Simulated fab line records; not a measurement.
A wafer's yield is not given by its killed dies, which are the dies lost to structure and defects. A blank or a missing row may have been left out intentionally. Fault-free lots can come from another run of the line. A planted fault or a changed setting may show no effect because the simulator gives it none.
fab line records -- flow n5-finfet
[record] lots = 10, wafers = 29, last-day = 19
route steps=1938 shown BEOL_M1@823 BEOL_M2@841 BEOL_M4@1111 PASSIVATION@1936
lots that met no fault: from a run of the same line without faults
start-h: hours from the record's opening day to when the first of the lot's shown wafers began -- wait-h: time in hours since the lot's previous step -- " unchanged from the row above -- L1.1+2: one row covering several wafers at once -- - either no value or no given start -- * or withheld: withheld -- < > ~ a bound
route shown NAME@n: NAME is a module with steps in the file, n the number in the route of the first one -- usual: mean/standard deviation taken from wafers without a fault -- same: alike in all rows -- chamber/n: place in a boat -- sites: per-site readings -- _std_site: their standard deviation -- _edge_site: the outer-site mean with the inner-site mean subtracted -- radius-mm: for every site, how far away it sits from the centre of the wafer -- mask NAME#n: copy n -- behind: the tool/chamber that last shaped the wafer -- hold: reason for holding the lot/hours on hold/outcome of the hold -- device: which transistor (n, p or np) failed to switch -- end of line: at the end of the route, the tests of the same wafers -- a step without rows: its recipe alone -- killed: dies lost to structure and defects at the first sort, not the wafer's yield -- map: per-die view of a wafer (x killed, . not killed, _ where there is no die)
set.NAME: the run value of the setting; set.NAME@STEP: its run value at that earlier step -- model.NAME: the simulator's own value behind a step, which no gauge read
a sample of lots followed through the steps of the route, with each step as a table and each wafer as a row
services: when a tool's chamber went out of use (start-h, in hours from the record's first day, below 0 if earlier), for how many hours, and the reason
[[steps]]
[step N5_BEOL_M1_ANNEAL_89]
[recipe] temp-c = 400, time-s = 240, ambient = vacuum
[usual] heater-power-w = 849/120
lot.wafer,tool,chamber,start-h,wait-h,heater-power-w
L190.3,pvd-sputter-01,-,153.53,0.0,862
L190.4,pvd-sputter-01,-,153.53,0.0,818
L190.5,pvd-sputter-01,-,153.53,0.0,811
L191.3,pvd-sputter-01,-,155.41,0.0,792
L191.4,pvd-sputter-01,-,155.41,0.0,875
L191.5,pvd-sputter-01,-,155.41,0.0,750
L197.1,pvd-sputter-02,-,191.84,0.0,793
L197.2,pvd-sputter-02,-,191.84,0.0,744
L197.6,pvd-sputter-02,-,191.84,0.0,874
L200.2,pvd-sputter-02,-,210.65,0.0,888
L200.3,pvd-sputter-02,-,210.65,0.0,789
L200.4,pvd-sputter-02,-,210.65,0.0,1104
L202.3,pvd-sputter-01,-,238.48,0.0,815
L202.5,pvd-sputter-01,-,238.48,0.0,792
L202.6,pvd-sputter-01,-,238.48,0.0,882
L203.3,pvd-sputter-03,-,247.11,0.0,799
L203.4,pvd-sputter-03,-,247.11,0.0,698
L204.1,pvd-sputter-02,-,247.66,0.0,783
L204.2,pvd-sputter-02,-,247.66,0.0,1073
L204.6,pvd-sputter-02,-,247.66,0.0,751
L206.1,pvd-sputter-02,-,253.68,0.0,807
L206.3,pvd-sputter-02,-,253.68,0.0,1058
L206.6,pvd-sputter-02,-,253.68,0.0,872
L208.2,pvd-sputter-01,-,260.65,0.0,858
L208.3,pvd-sputter-01,-,260.65,0.0,733
L208.6,pvd-sputter-01,-,260.65,0.0,792
L210.1,pvd-sputter-02,-,273.98,0.0,753
L210.2,pvd-sputter-02,-,273.98,0.0,789
L210.4,pvd-sputter-02,-,273.98,0.0,1079
[step N5_BEOL_M1_ANNEAL_95]
[recipe] temp-c = 400, time-s = 240, ambient = vacuum
[usual] heater-power-w = 848/120
lot.wafer,tool,chamber,start-h,wait-h,heater-power-w
L190.3,pvd-sputter-01,-,154.19,0.0,876
L190.4,pvd-sputter-01,-,154.19,0.0,801
L190.5,pvd-sputter-01,-,154.19,0.0,827
L191.3,pvd-sputter-01,-,156.07,0.0,780
L191.4,pvd-sputter-01,-,156.07,0.0,885
L191.5,pvd-sputter-01,-,156.07,0.0,722
L197.1,pvd-sputter-02,-,192.50,0.0,794
L197.2,pvd-sputter-02,-,192.50,0.0,749
L197.6,pvd-sputter-02,-,192.50,0.0,884
L200.2,pvd-sputter-02,-,211.31,0.0,867
L200.3,pvd-sputter-02,-,211.31,0.0,812
L200.4,pvd-sputter-02,-,211.31,0.0,1063
L202.3,pvd-sputter-01,-,239.14,0.0,780
L202.5,pvd-sputter-01,-,239.14,0.0,790
L202.6,pvd-sputter-01,-,239.14,0.0,881
L203.3,pvd-sputter-03,-,247.77,0.0,800
L203.4,pvd-sputter-03,-,247.77,0.0,674
L204.1,pvd-sputter-02,-,248.32,0.0,810
L204.2,pvd-sputter-02,-,248.32,0.0,1103
L204.6,pvd-sputter-02,-,248.32,0.0,765
L206.1,pvd-sputter-02,-,254.34,0.0,811
L206.3,pvd-sputter-02,-,254.34,0.0,1086
L206.6,pvd-sputter-02,-,254.34,0.0,897
L208.2,pvd-sputter-01,-,261.31,0.0,864
L208.3,pvd-sputter-01,-,261.31,0.0,721
L208.6,pvd-sputter-01,-,261.31,0.0,816
L210.1,pvd-sputter-02,-,274.64,0.0,756
L210.2,pvd-sputter-02,-,274.64,0.0,781
L210.4,pvd-sputter-02,-,274.64,0.0,1103
[step N5_BEOL_M1_CO_CAP_55]
[recipe] material = Co, target-thk-a = 20, temp-c = 200, precursor = CCTBA/H2, pressure-torr = 30, time-s = 102.1
[usual] heater-power-w = 259/13
lot.wafer,tool,chamber,start-h,wait-h,heater-power-w
L190.3,cvd-co-01,1,155.42,0.0,266
L190.4,cvd-co-01,0,155.42,0.0,246
L190.5,cvd-co-01,1,155.42,0.0,263
L191.3,cvd-co-02,0,157.13,0.0,284
L191.4,cvd-co-02,0,157.13,0.0,290
L191.5,cvd-co-02,2,157.13,0.0,237
L197.1,cvd-co-02,2,193.53,0.0,241
L197.2,cvd-co-02,1,193.53,0.0,248
L197.6,cvd-co-02,0,193.53,0.0,278
L200.2,cvd-co-01,1,212.31,0.0,259
L200.3,cvd-co-01,0,212.31,0.0,250
L200.4,cvd-co-01,0,212.31,0.0,251
L202.3,cvd-co-02,0,240.15,0.0,283
L202.5,cvd-co-02,1,240.15,0.0,255
L202.6,cvd-co-02,2,240.15,0.0,242
L203.3,cvd-co-01,1,248.77,0.0,271
L203.4,cvd-co-01,0,248.77,0.0,249
L204.1,cvd-co-01,1,249.47,0.0,261
L204.2,cvd-co-01,2,249.47,0.0,261
L204.6,cvd-co-01,1,249.47,0.0,261
L206.1,cvd-co-02,0,255.45,0.0,285
L206.3,cvd-co-02,2,255.45,0.0,247
L206.6,cvd-co-02,2,255.45,0.0,246
L208.2,cvd-co-01,0,262.60,0.0,249
L208.3,cvd-co-01,1,262.60,0.0,269
L208.6,cvd-co-01,1,262.60,0.0,262
L210.1,cvd-co-02,1,275.64,0.0,257
L210.2,cvd-co-02,2,275.64,0.0,248
L210.4,cvd-co-02,2,275.64,0.0,249
[step N5_BEOL_M2_ILD_DEP_00]
[recipe] material = SiOC, target-thk-a = 790, temp-c = 350, precursor = DEMS/O2, pressure-torr = 5, rf-w = 500, time-s = 15.3
[usual] heater-power-w = 488/60, showerhead-plenum-p-Torr = 5.688/0.019, throttle-valve-pct = 12.0/0.49
lot.wafer,tool,chamber,start-h,wait-h,heater-power-w,showerhead-plenum-p-Torr,throttle-valve-pct
L190.3,pecvd-02,0,155.70,0.0,579,5.707,12.5
L190.4,pecvd-02,1,155.70,0.0,478,5.712,12.0
L190.5,pecvd-02,0,155.70,0.0,596,5.713,12.5
L191.3,pecvd-02,2,157.41,0.0,574,5.664,12.2
L191.4,pecvd-02,2,157.41,0.0,574,5.665,12.2
L191.5,pecvd-02,0,157.41,0.0,547,5.709,12.3
L197.1,pecvd-02,1,193.78,0.0,538,5.712,12.0
L197.2,pecvd-02,0,193.78,0.0,504,5.694,12.6
L197.6,pecvd-02,2,193.78,0.0,557,5.656,12.4
L200.2,pecvd-02,2,212.56,0.0,561,5.662,12.1
L200.3,pecvd-02,0,212.56,0.0,503,5.696,12.4
L200.4,pecvd-02,2,212.56,0.0,571,5.658,12.2
L202.3,pecvd-02,1,240.40,0.0,452,5.708,12.1
L202.5,pecvd-02,0,240.40,0.0,594,5.713,12.4
L202.6,pecvd-02,1,240.40,0.0,455,5.727,12.0
L203.3,pecvd-02,2,249.02,0.0,586,5.673,11.9
L203.4,pecvd-02,1,249.02,0.0,472,5.703,11.8
L204.1,pecvd-04,0,249.72,0.0,411,5.683,12.5
L204.2,pecvd-04,2,249.72,0.0,478,5.697,11.1
L204.6,pecvd-04,2,249.72,0.0,468,5.686,11.3
L206.1,pecvd-01,1,255.71,0.0,515,5.650,11.3
L206.3,pecvd-01,0,255.71,0.0,472,5.694,12.6
L206.6,pecvd-01,0,255.71,0.0,485,5.698,12.7
L208.2,pecvd-01,1,262.88,0.0,516,5.656,11.2
L208.3,pecvd-01,0,262.88,0.0,498,5.688,12.5
L208.6,pecvd-01,2,262.88,0.0,425,5.683,11.5
L210.1,pecvd-01,1,275.89,0.0,530,5.664,11.3
L210.2,pecvd-01,0,275.89,0.0,444,5.695,12.5
L210.4,pecvd-01,1,275.89,0.0,424,5.658,11.0
[step N5_BEOL_M2_THK_MEAS_01]
[recipe] reads = SiOC_of_BEOL_M2_ILD_DEP_00
[usual] M2_ILD_THK = 78.9/0.95
lot.wafer,tool,chamber,start-h,wait-h,M2_ILD_THK[nm]
L190.3,film-metro-02,-,155.77,0.1,77.8
L190.4,film-metro-02,-,155.77,0.1,79.4
L190.5,film-metro-02,-,155.77,0.1,80.1
L191.3,film-metro-02,-,157.48,0.1,78.6
L191.4,film-metro-02,-,157.48,0.1,79.6
L191.5,film-metro-02,-,157.48,0.1,79.0
L197.1,film-metro-01,-,193.84,0.0,77.8
L197.2,film-metro-01,-,193.84,0.0,78.4
L197.6,film-metro-01,-,193.84,0.0,79.3
L200.2,film-metro-01,-,212.63,0.1,78.6
L200.3,film-metro-01,-,212.63,0.1,143.4
L200.4,film-metro-01,-,212.63,0.1,78.8
L202.3,film-metro-01,-,240.46,0.1,142.6
L202.5,film-metro-01,-,240.46,0.1,79.3
L202.6,film-metro-01,-,240.46,0.1,145.0
L203.3,film-metro-02,-,249.09,0.1,143.1
L203.4,film-metro-02,-,249.09,0.1,78.8
L204.1,film-metro-02,-,249.79,0.0,78.6
L204.2,film-metro-02,-,249.79,0.0,78.7
L204.6,film-metro-02,-,249.79,0.0,80.0
L206.1,film-metro-02,-,255.78,0.0,79.1
L206.3,film-metro-02,-,255.78,0.0,77.8
L206.6,film-metro-02,-,255.78,0.0,78.4
L208.2,film-metro-02,-,262.95,0.1,78.8
L208.3,film-metro-02,-,262.95,0.1,76.6
L208.6,film-metro-02,-,262.95,0.1,77.9
L210.1,film-metro-01,-,275.95,0.0,78.9
L210.2,film-metro-01,-,275.95,0.0,77.8
L210.4,film-metro-01,-,275.95,0.0,80.0
[step N5_BEOL_M4_RC_MEAS_101]
[usual] DIBL_N = 36.3/1.6, DIBL_P = 36.4/2.1, IOFF_N = 0.16/0.032, IOFF_P = 0.22/0.044, ION_N = 675/12, ION_P = 463/8.3, SS_N = 71.6/0.64, SS_P = 73.3/0.67, VT_N = 250/3.3, VT_P = -250/3.7
lot.wafer,tool,chamber,start-h,wait-h,DIBL_N[mV/V],DIBL_P[mV/V],IOFF_N[nA/um],IOFF_P[nA/um],ION_N[uA/um],ION_P[uA/um],SS_N[mV/dec],SS_P[mV/dec],VT_N[mV],VT_P[mV]
L190.3,prober-01,0,209.26,0.3,37.6,38.7,0.17,0.21,675,462,72.0,73.9,248,-250
L190.4,prober-01,0,209.26,0.3,35.8,35.3,0.13,0.16,672,452,71.6,72.1,252,-256
L190.5,prober-01,0,209.26,0.3,35.0,35.0,0.12,0.16,666,455,70.9,72.7,252,-255
L191.3,prober-02,0,226.43,0.3,38.8,38.2,0.18,0.23,684,466,71.7,73.9,252,-247
L191.4,prober-02,0,226.43,0.3,35.0,33.1,0.12,0.16,666,455,70.6,73.1,256,-255
L191.5,prober-02,0,226.43,0.3,36.4,35.1,0.15,0.20,686,464,71.9,73.5,251,-251
L197.1,prober-02,0,257.00,0.0,35.4,35.7,0.15,0.18,665,457,71.2,72.8,251,-254
L197.2,prober-02,0,257.00,0.0,37.9,38.7,0.21,0.23,697,468,71.7,74.1,246,-250
L197.6,prober-02,0,257.00,0.0,36.7,37.3,0.18,0.20,674,454,71.2,73.0,249,-251
L200.2,prober-01,0,279.55,0.2,37.1,37.6,0.17,0.23,692,464,72.2,73.9,248,-250
L200.4,prober-01,0,279.55,0.2,35.6,34.2,0.13,0.18,670,453,71.1,72.9,251,-253
L202.5,prober-02,0,300.88,0.6,38.0,38.2,0.19,0.24,675,463,71.3,73.5,246,-249
L203.4,prober-02,0,306.57,1.2,35.3,35.8,0.15,0.20,668,462,71.0,74.1,251,-251
L204.1,prober-02,0,309.94,0.0,36.4,36.7,0.16,0.23,685,475,71.0,73.9,249,-249
L204.2,prober-02,0,309.94,0.0,34.7,33.9,0.13,0.19,669,460,70.9,72.7,251,-249
L204.6,prober-02,0,309.94,0.0,35.0,33.9,0.14,0.20,676,463,71.5,72.5,251,-248
L208.2,prober-01,0,321.76,0.2,34.4,34.3,0.15,0.21,678,465,71.0,72.0,246,-247
L208.3,prober-01,0,321.76,0.2,35.5,36.6,0.17,0.25,699,479,72.3,73.0,247,-246
L208.6,prober-01,0,321.76,0.2,38.4,40.4,0.24,0.32,690,468,72.9,74.0,243,-243
L206.1,prober-02,0,323.48,0.0,34.9,35.0,0.14,0.19,666,465,71.3,72.3,251,-251
L206.3,prober-02,0,323.48,0.0,37.0,37.8,0.18,0.24,681,469,71.4,73.3,246,-247
L206.6,prober-02,0,323.48,0.0,37.3,37.6,0.18,0.23,685,467,71.3,73.4,244,-249
L210.1,prober-02,0,354.48,0.0,35.4,36.1,0.13,0.16,665,456,71.8,72.6,254,-253
L210.2,prober-02,0,354.48,0.0,34.7,35.6,0.13,0.16,662,456,71.1,73.2,252,-256
L210.4,prober-02,0,354.48,0.0,40.7,41.8,0.24,0.26,697,463,73.0,74.2,245,-247
[step N5_PASSIVATION_PROBE_49]
[usual] defect-limited-yield = 91.4/1.2, killed_at_M0_to_M3 = 35/11, killed_at_M4_up = 14/6, killed-at-contacts = 12/6.7, killed-at-front-end = 37/9.7, killed-at-other = 3.5/2.5, killed-dies = 102/15, killed-on-rim = 13/3.6, killed-open = 67/12, killed-short = 33/7.3, sort_bin_5_function = 5.1/0.81, sort_bin_6_memory = 3.2/0.65, sort-n-pass = 1078/15, sort-yield-pct = 91.4/1.2
[same] gross-dies = 1180, killed-at-back-side = 0, sort_bin_4_leakage[%] = 0, sort_bin_8_speed[%] = 0
lot.wafer,tool,chamber,start-h,wait-h,defect-limited-yield[%],killed_at_M0_to_M3,killed_at_M4_up,killed-at-contacts,killed-at-front-end,killed-at-other,killed-dies,killed-on-rim,killed-open,killed-short,sort_bin_5_function[%],sort_bin_6_memory[%],sort-n-pass,sort-yield-pct[%]
L200.2,prober-02,-,381.59,0.3,91.3,32,30,12,25,4,103,13,70,33,5.6,2.8,1077,91.3
L200.3,prober-02,-,381.64,0.4,0,1107,23,14,26,10,1180,152,78,29,96.2,3.5,0,0
L200.4,prober-02,-,381.69,0.4,93.7,31,10,4,28,1,74,11,46,27,3.8,2.3,1106,93.7
L202.3,prober-02,-,408.47,0.1,0,1110,13,15,40,2,1180,152,66,40,96.4,3.1,0,0
L202.5,prober-02,-,408.57,0.2,92.5,27,15,10,36,1,89,16,58,31,3.8,3.1,1091,92.5
L202.6,prober-02,-,408.62,0.3,0,1122,18,8,29,3,1180,152,62,35,96.5,3.1,0,0
L203.3,prober-01,-,416.37,0.1,0,1113,10,9,39,9,1180,152,57,37,96.0,3.7,0,0
L203.4,prober-01,-,416.42,0.2,91.2,34,16,8,35,11,104,10,69,35,5.4,3.4,1076,91.2
// killed by level:class
L200.2 BEOL_M4:geometric-particle:open=14 MOL_CONTACT_COAG:geometric-particle:open=11 BEOL_M0_SAQP:geometric-particle:short=10 BEOL_M3:geometric-particle:open=6 FIN_SAQP:geometric-particle:open=5 STI_FIN_REVEAL:geometric-particle:open=5 FIN_SAQP:geometric-particle:short=4 BEOL_M0_SAQP:geometric-particle:open=4
L200.3 BEOL_M2:area-dep=1072 BEOL_M4:geometric-particle:open=15 BEOL_M3:geometric-particle:open=14 STI_FIN_REVEAL:geometric-particle:open=11 MOL_CONTACT_COAG:geometric-particle:open=10 BEOL_M0_SAQP:geometric-particle:open=6 BEOL_M1:geometric-particle:open=5 PASS1_CAP:geometric-particle:short=5
L200.4 FIN_SAQP:geometric-particle:short=9 BEOL_M0_SAQP:geometric-particle:open=5 BEOL_M1:geometric-particle:open=5 BEOL_M3:geometric-particle:open=5 FIN_SAQP:geometric-particle:open=4 STI_FIN_REVEAL:geometric-particle:open=4 BEOL_M0:geometric-particle:open=4 BEOL_M2:geometric-particle:open=4
L202.3 BEOL_M2:area-dep=1074 MOL_CONTACT_COAG:geometric-particle:open=15 FIN_SAQP:geometric-particle:short=10 FIN_SAQP:geometric-particle:open=9 GATE_CUT:geometric-particle:short=9 BEOL_M3:geometric-particle:open=8 BEOL_M2:geometric-particle:open=8 BEOL_M0_SAQP:geometric-particle:short=6
L202.5 FIN_SAQP:geometric-particle:open=9 BEOL_M0_SAQP:geometric-particle:short=8 BEOL_M4:geometric-particle:open=8 MOL_CONTACT_COAG:geometric-particle:open=7 BEOL_M1:geometric-particle:open=7 GATE_CUT:geometric-particle:short=5 BEOL_M3:geometric-particle:open=5 STARTING-WAFER:geometric-particle:short=5
L202.6 BEOL_M2:area-dep=1082 BEOL_M1:geometric-particle:open=12 FIN_SAQP:geometric-particle:open=8 BEOL_M0_SAQP:geometric-particle:open=7 FIN_SAQP:geometric-particle:short=6 MOL_CONTACT_COAG:geometric-particle:open=6 BEOL_M4:geometric-particle:open=6 BEOL_M3:geometric-particle:open=5
L203.3 BEOL_M2:area-dep=1086 STI_FIN_REVEAL:geometric-particle:open=11 BEOL_M3:geometric-particle:open=10 FIN_SAQP:geometric-particle:open=7 BEOL_M0_SAQP:geometric-particle:short=6 BEOL_M4:geometric-particle:open=6 STARTING-WAFER:geometric-particle:short=6 FIN_SAQP:geometric-particle:short=5
L203.4 BEOL_M0_SAQP:geometric-particle:open=13 STI_FIN_REVEAL:geometric-particle:open=11 BEOL_M0_SAQP:geometric-particle:short=8 MOL_CONTACT_COAG:geometric-particle:open=7 BEOL_M4:geometric-particle:open=6 FIN_SAQP:geometric-particle:short=5 FIN_SAQP:geometric-particle:open=5 DUMMY_GATE:geometric-particle:open=5
[[services]]
tool,chamber,start-h,hours,kind
pvd-sputter-02,-,134.10,2.2,repair
pvd-sputter-01,-,135.91,8.5,repair
pecvd-01,2,144.47,3.6,repair
pvd-sputter-03,-,147.37,0.7,repair
pecvd-04,1,148.95,6.2,repair
pecvd-01,-,152.19,0.9,repair
cvd-co-02,-,161.23,4.8,repair
pecvd-04,2,167.48,-,clean
pecvd-04,2,167.48,-,consumable-replace:showerhead
pecvd-04,2,167.48,29.0,scheduled-down
pecvd-04,2,167.48,29.0,vent-cycle
pecvd-01,2,202.38,-,clean
pecvd-01,2,202.38,-,consumable-replace:showerhead
pecvd-01,2,202.38,29.0,scheduled-down
pecvd-01,2,202.38,29.0,vent-cycle
cvd-co-02,-,209.89,6.7,repair
cvd-co-02,-,216.64,2.8,pm
pecvd-01,-,236.93,14.6,pm
pecvd-04,2,238.07,2.1,scheduled-down
pecvd-02,0,241.45,3.9,repair
pecvd-01,-,266.95,2.8,pm
[[key]]
[first-sign] step = N5_BEOL_M2_THK_MEAS_01, reading = M2_ILD_THK, direction = up, sigmas = 68, usual = 78.9, struck = 143.5
[effect] step = N5_PASSIVATION_PROBE_49, reading = sort_bin_5_function, direction = up, sigmas = 99+, usual = 5.1, struck = 96.3
[more-kills-born-at] N5_BEOL_M2_ILD_DEP_00@pecvd-02 = 4314
met-at N5_BEOL_M2_ILD_DEP_00
struck-lots L200,L202,L203
struck-wafers L200.3,L202.3,L202.6,L203.3
later-rows-left-out L200.3,L202.3,L202.6,L203.3
not-acting-at N5_BEOL_M1_ANNEAL_89,N5_BEOL_M1_ANNEAL_95,N5_BEOL_M1_CO_CAP_55
onset-between 193.78 212.56
[fault] kind = process-parameter-drift, tool = pecvd-02, chamber = -, onset-h = 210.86, steps = N5_BEOL_M2_ILD_DEP_00, channel = time-s, offset = *, shape = step, end-h = 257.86, scope = struck-wafers-only, acts-in = *, stated = *
// later-rows-left-out: the simulator's readings of these wafers behind a module that went badly wrong aren't trusted and aren't shown, but for the sort
